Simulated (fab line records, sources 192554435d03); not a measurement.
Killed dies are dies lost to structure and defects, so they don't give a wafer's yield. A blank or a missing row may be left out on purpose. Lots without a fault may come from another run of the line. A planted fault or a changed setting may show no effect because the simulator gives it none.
Split-lot experiment | flow n5_finfet | 7 lots, 21 wafers read, on a route of 1938 steps

THE SPLIT
At N5_BEOL_M13_SPUTTER_43 (material TaN, target thk 15 nm, time 24.19 s), the setting time_s was moved away from the recipe's 24.19 s on 5 of the 21 wafers read, by -13.1% to +10.3%. The other wafers ran this setting at the recipe's value.

The reading is taken at the split's own step.

THE READING
TaN_of_BEOL_M13_SPUTTER_43.thk_nm (the simulator's own value, which no gauge read), in nm, at N5_BEOL_M13_SPUTTER_43 (material TaN, target thk 15 nm, time 24.19 s). The file gives no usual value for it. The 16 wafers here that ran the recipe average 15.0 nm, standard deviation 0.23 nm.

wafer  | tool, chamber at the split | time_s as run, s | against the recipe | TaN_of_BEOL_M13_SPUTTER_43.thk_nm, nm | against lot-mates on the recipe
L074.2 | pvd_sputter-01, -          | 24.19            | recipe             | 15                                    | -
L074.6 | pvd_sputter-01, -          | 24.19            | recipe             | 15                                    | -
L074.3 | pvd_sputter-01, -          | 24.19            | recipe             | 15.2                                  | -
L075.1 | pvd_sputter-01, -          | 24.19            | recipe             | 15.2                                  | -
L075.4 | pvd_sputter-01, -          | 24.19            | recipe             | 15                                    | -
L075.6 | pvd_sputter-01, -          | 24.19            | recipe             | 14.8                                  | -
L086.3 | pvd_sputter-03, -          | 24.19            | recipe             | 15.4                                  | -
L086.5 | pvd_sputter-03, -          | 24.19            | recipe             | 15.4                                  | -
L086.6 | pvd_sputter-03, -          | 24.19            | recipe             | 15.2                                  | -
L088.2 | pvd_sputter-02, -          | 24.19            | recipe             | 15.2                                  | -
L088.3 | pvd_sputter-02, -          | 26.6             | +10.0%             | 16.6                                  | +1.4
L088.6 | pvd_sputter-02, -          | 26.6             | +10.0%             | 16.6                                  | +1.4
L089.1 | pvd_sputter-01, -          | 24.19            | recipe             | 14.6                                  | -
L089.4 | pvd_sputter-01, -          | 24.19            | recipe             | 15                                    | -
L089.6 | pvd_sputter-01, -          | 21.02            | -13.1%             | 12.8                                  | -2.0
L096.1 | pvd_sputter-01, -          | 24.19            | recipe             | 14.8                                  | -
L096.2 | pvd_sputter-01, -          | 25.74            | +6.4%              | 16                                    | +1.0
L096.6 | pvd_sputter-01, -          | 24.19            | recipe             | 15.2                                  | -
L095.1 | pvd_sputter-02, -          | 24.19            | recipe             | 14.8                                  | -
L095.4 | pvd_sputter-02, -          | 24.19            | recipe             | 14.8                                  | -
L095.3 | pvd_sputter-02, -          | 26.69            | +10.3%             | 16.4                                  | +1.6

THE FIT
A straight line over all 21 wafers: TaN_of_BEOL_M13_SPUTTER_43.thk_nm changes by +0.157 nm for each +1% of time_s; r = +0.96; the points scatter about the line by 0.22 nm.
The same after taking each lot's own level away (the mean of its wafers on the recipe; 21 wafers): +0.149 nm for each +1%; r = +0.99; scatter 0.13 nm.
On that fit, the largest move of time_s shifts the reading by 2 nm.
The lots' own levels span 14.80 to 15.33 nm, that is 2.4 times the standard deviation above.
So the lot-to-lot level changes the slope little: the two slopes agree.
Check: with one of the wafers moved furthest among these (-13.1%) left out of the fit, the line predicts -1.92 nm for it against its lot-mates. It came out at -2 nm against them.

OTHER SPLITS ON THESE WAFERS
These wafers also went through other splits before the reading. Each is held against what the fit with the lots' levels taken away leaves over:
other split on the same wafers | wafers away from the commonest value | r with TaN_of_BEOL_M13_SPUTTER_43.thk_nm (lot level and that fit taken away)
N5_BEOL_M11_EXPOSE_08 dose_mj  | 9                                    | +0.03
N5_BEOL_M11_COAT_22 spin_rpm   | 8                                    | -0.05
N5_BEOL_M11_ETCH_66 time_s     | 8                                    | +0.02
N5_BEOL_M12_COAT_22 spin_rpm   | 10                                   | -0.09
N5_BEOL_M13_ETCH_68 time_s     | 6                                    | -0.27

THE FILE'S OWN FIT
TaN_of_BEOL_M13_SPUTTER_43.thk_nm changes by +0.151 nm for each +1% of time_s, r = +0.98.
